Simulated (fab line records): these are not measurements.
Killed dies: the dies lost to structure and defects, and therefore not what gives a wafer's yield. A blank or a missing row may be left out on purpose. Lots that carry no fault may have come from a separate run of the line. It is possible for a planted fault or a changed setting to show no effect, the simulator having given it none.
What tool caused it? + flow nand_harc + Sampling: 24 lots, 72 wafers, 3 of 1159 route steps

## WHAT THE GAUGES READ, wafer by wafer
NHARC_A_ONON_D1_THK_MEAS_08: measures by ellipsometry.
| lot  | measured     | on            | thk_nm (nm)    |
|------|--------------|---------------|----------------|
| L074 | day 7 09:06  | film_metro-01 | 1008 1008 1009 |
| L075 | day 7 20:56  | film_metro-02 | 986 985 988    |
| L076 | day 8 03:27  | film_metro-01 | 1000 1001 1001 |
| L077 | day 8 09:23  | film_metro-01 | 1007 1008 1009 |
| L078 | day 8 13:41  | film_metro-01 | 995 995 994    |
| L079 | day 8 19:35  | film_metro-02 | 1005 1003 1005 |
| L080 | day 9 07:58  | film_metro-02 | 1001 1001 1002 |
| L081 | day 9 14:18  | film_metro-02 | 1001 1001 1000 |
| L083 | day 9 14:26  | film_metro-01 | 994 995 996    |
| L082 | day 9 14:40  | film_metro-02 | 997 998 996    |
| L085 | day 10 01:08 | film_metro-01 | 1004 1007 1005 |
| L084 | day 10 01:16 | film_metro-02 | 998 999 998    |
| L086 | day 10 17:25 | film_metro-02 | 1006 1007 1005 |
| L087 | day 10 17:25 | film_metro-01 | 1008 1009 1008 |
| L088 | day 10 21:43 | film_metro-02 | 1004 1005 1006 |
| L090 | day 11 04:07 | film_metro-01 | 1005 1004 1005 |
| L089 | day 11 21:19 | film_metro-01 | 1012 1011 1012 |
| L092 | day 11 21:19 | film_metro-02 | 991 988 988    |
| L091 | day 11 21:20 | film_metro-01 | 1005 1007 1006 |
| L094 | day 12 10:26 | film_metro-01 | 996 995 998    |
| L093 | day 12 10:26 | film_metro-02 | 988 984 987    |
| L095 | day 12 21:15 | film_metro-02 | 1020 1019 1019 |
| L096 | day 13 01:26 | film_metro-01 | 984 986 983    |
| L097 | day 13 01:26 | film_metro-02 | 993 991 992    |

NHARC_A_CHANNEL_HOLE_D1_CD_MEAS_18.
| lot  | measured     | on        | cd_nm (nm)        |
|------|--------------|-----------|-------------------|
| L074 | day 8 04:41  | cd_sem-01 | 95.5 100.4 99.8   |
| L075 | day 8 17:20  | cd_sem-01 | 96.3 92.3 94.3    |
| L076 | day 8 19:57  | cd_sem-01 | 97.3 99.3 99.8    |
| L077 | day 9 04:32  | cd_sem-03 | 98.8 99.1 97.8    |
| L078 | day 9 05:19  | cd_sem-02 | 100.2 95.0 103.6  |
| L079 | day 9 12:29  | cd_sem-01 | 95.8 97.0 98.1    |
| L080 | day 10 01:25 | cd_sem-03 | 99.8 100.6 100.1  |
| L081 | day 10 05:41 | cd_sem-02 | 96.8 92.8 97.5    |
| L083 | day 10 07:30 | cd_sem-01 | 98.0 100.8 104.5  |
| L082 | day 10 06:05 | cd_sem-03 | 98.3 103.5 98.3   |
| L085 | day 10 20:43 | cd_sem-01 | 95.8 95.1 98.8    |
| L084 | day 10 19:36 | cd_sem-03 | 97.6 104.1 99.5   |
| L086 | day 11 10:34 | cd_sem-02 | 98.0 95.0 97.6    |
| L087 | day 11 11:26 | cd_sem-01 | 100.1 99.0 96.1   |
| L088 | day 11 18:46 | cd_sem-03 | 94.8 96.7 101.7   |
| L090 | day 11 19:14 | cd_sem-01 | 96.8 102.2 95.5   |
| L089 | day 12 13:00 | cd_sem-03 | 99.6 94.6 95.6    |
| L092 | day 12 13:37 | cd_sem-01 | 101.5 92.6 99.4   |
| L091 | day 12 12:25 | cd_sem-03 | 91.0 100.7 99.6   |
| L094 | day 13 02:00 | cd_sem-01 | 98.1 100.6 96.6   |
| L093 | day 13 04:13 | cd_sem-02 | 104.1 96.2 102.7  |
| L095 | day 13 20:40 | cd_sem-02 | 100.6 101.4 99.7  |
| L096 | day 13 21:26 | cd_sem-02 | 102.7 103.1 100.4 |
| L097 | day 13 19:31 | cd_sem-02 | 100.4 98.5 103.7  |

## WHAT TOOL EACH LOT RAN ON (gives the tool, then ch and the chambers of the sampled wafers, and finally the start)
| lot  | NHARC_A_CHANNEL_HOLE_D1_ETCH_34               |
|------|-----------------------------------------------|
| L074 | rie_diel-06 ch 0,1,2, day 8 04:41 or earlier  |
| L075 | rie_diel-12 ch 2,3, day 8 17:20 or earlier    |
| L076 | rie_diel-06 ch 0,3, day 8 19:57 or earlier    |
| L077 | rie_diel-09 ch 0,2,3, day 9 04:32 or earlier  |
| L078 | rie_diel-09 ch 0,1, day 9 05:19 or earlier    |
| L079 | rie_diel-06 ch 0,1,2, day 9 12:29 or earlier  |
| L080 | rie_diel-06 ch 1,2,3, day 10 01:25 or earlier |
| L081 | rie_diel-09 ch 0,2, day 10 05:41 or earlier   |
| L083 | rie_diel-12 ch 0,2, day 10 07:30 or earlier   |
| L082 | rie_diel-12 ch 0,3, day 10 06:05 or earlier   |
| L085 | rie_diel-12 ch 0,1,2, day 10 20:43 or earlier |
| L084 | rie_diel-06 ch 1,2, day 10 19:36 or earlier   |
| L086 | rie_diel-09 ch 1,2, day 11 10:34 or earlier   |
| L087 | rie_diel-09 ch 0,2, day 11 11:26 or earlier   |
| L088 | rie_diel-12 ch 0,2,3, day 11 18:46 or earlier |
| L090 | rie_diel-06 ch 2,3, day 11 19:14 or earlier   |
| L089 | rie_diel-12 ch 0,2,3, day 12 13:00 or earlier |
| L092 | rie_diel-06 ch 0,1,3, day 12 13:37 or earlier |
| L091 | rie_diel-06 ch 1,3, day 12 12:25 or earlier   |
| L094 | rie_diel-09 ch 1,2,3, day 13 02:00 or earlier |
| L093 | rie_diel-09 ch 2,3, day 13 04:13 or earlier   |
| L095 | rie_diel-06 ch 0,2,3, day 13 20:40 or earlier |
| L096 | rie_diel-09 ch 0,2,3, day 13 21:26 or earlier |
| L097 | rie_diel-09 ch 1,2, day 13 19:31 or earlier   |
- NHARC_A_CHANNEL_HOLE_D1_ETCH_34: etches the open film in CF4/CHF3, target depth 154 nm, time 77 s.

## WHAT THE TOOLS THEMSELVES READ (means of the sampled wafers that have a number; where no wafer has one, the mark that the record gives instead)
NHARC_A_CHANNEL_HOLE_D1_ETCH_34.
| lot  | tool        | drypump_motor_current_A (A) | oes_product_au (a.u.) | rf_vpp_V (V) | showerhead_plenum_p_Torr (Torr) | throttle_valve_pct (%) |
|------|-------------|-----------------------------|-----------------------|--------------|---------------------------------|------------------------|
| L074 | rie_diel-06 | 5.6                         | 0.932                 | 368.7        | 1.53                            | 16.795                 |
| L075 | rie_diel-12 | 5.8                         | 0.914                 | 370.5        | 1.56                            | 16.800                 |
| L076 | rie_diel-06 | 5.1                         | 0.997                 | 371.9        | 1.61                            | 16.800                 |
| L077 | rie_diel-09 | 5.9                         | 0.974                 | 369.9        | 1.57                            | 16.802                 |
| L078 | rie_diel-09 | 5.7                         | 0.950                 | 370.1        | 1.56                            | 16.804                 |
| L079 | rie_diel-06 | 5.6                         | 0.962                 | 368.3        | 1.53                            | 16.795                 |
| L080 | rie_diel-06 | 5.7                         | 0.921                 | 369.7        | 1.54                            | 16.805                 |
| L081 | rie_diel-09 | 6.2                         | 0.961                 | 369.3        | 1.53                            | 16.807                 |
| L083 | rie_diel-12 | 5.6                         | 0.982                 | 372.2        | 1.59                            | 16.800                 |
| L082 | rie_diel-12 | 6.1                         | 0.966                 | 372.0        | 1.59                            | 16.795                 |
| L085 | rie_diel-12 | 5.8                         | 0.928                 | 370.9        | 1.60                            | 16.808                 |
| L084 | rie_diel-06 | 5.8                         | 0.912                 | 368.2        | 1.50                            | 16.800                 |
| L086 | rie_diel-09 | 6.0                         | 0.945                 | 370.3        | 1.58                            | 16.790                 |
| L087 | rie_diel-09 | 5.9                         | 0.929                 | 368.3        | 1.51                            | 16.799                 |
| L088 | rie_diel-12 | 5.7                         | 0.978                 | 370.4        | 1.57                            | 16.806                 |
| L090 | rie_diel-06 | 5.8                         | 0.950                 | 368.9        | 1.55                            | 16.799                 |
| L089 | rie_diel-12 | 5.7                         | 0.976                 | 370.7        | 1.57                            | 16.795                 |
| L092 | rie_diel-06 | 5.3                         | 0.971                 | 370.3        | 1.57                            | 16.806                 |
| L091 | rie_diel-06 | 5.5                         | 0.931                 | 369.1        | 1.53                            | 16.796                 |
| L094 | rie_diel-09 | 6.0                         | 0.928                 | 371.7        | 1.60                            | 16.799                 |
| L093 | rie_diel-09 | 6.2                         | 0.962                 | 370.6        | 1.59                            | 16.808                 |
| L095 | rie_diel-06 | 5.4                         | 0.960                 | 369.9        | 1.58                            | 16.799                 |
| L096 | rie_diel-09 | 5.9                         | 0.973                 | 370.7        | 1.57                            | 16.813                 |
| L097 | rie_diel-09 | 6.0                         | 0.974                 | 370.3        | 1.58                            | 16.812                 |

## THE ANSWER, worked out from the rows above alone
Rule: the usual values come from the lots themselves. The widest of any qualifying gaps counts: lots, ordered by their means at a reading, are off when they make up no more than a third of the lots, leave a main group of 4 or more, and stand apart from it by 3 or more times the standard deviation of that group's means. The tables above print the reading to a certain number of digits; a main group whose means all agree to those digits is not used. A lot without any number at a reading at which 4 lots or more have one is off too. All remaining lots with rows at the step are treated as sound. After the gauges, taken in route order, come the tools' own readings; for these a lot's mean is taken, as printed above. The first step at which some lot is off is used, and at that step the reading that is off furthest; a lot without a number counts as furthest.
No lot is off on any of the readings shown, so nothing can be concluded from this.

## WHAT HAD BEEN PUT IN BY THE SIMULATOR
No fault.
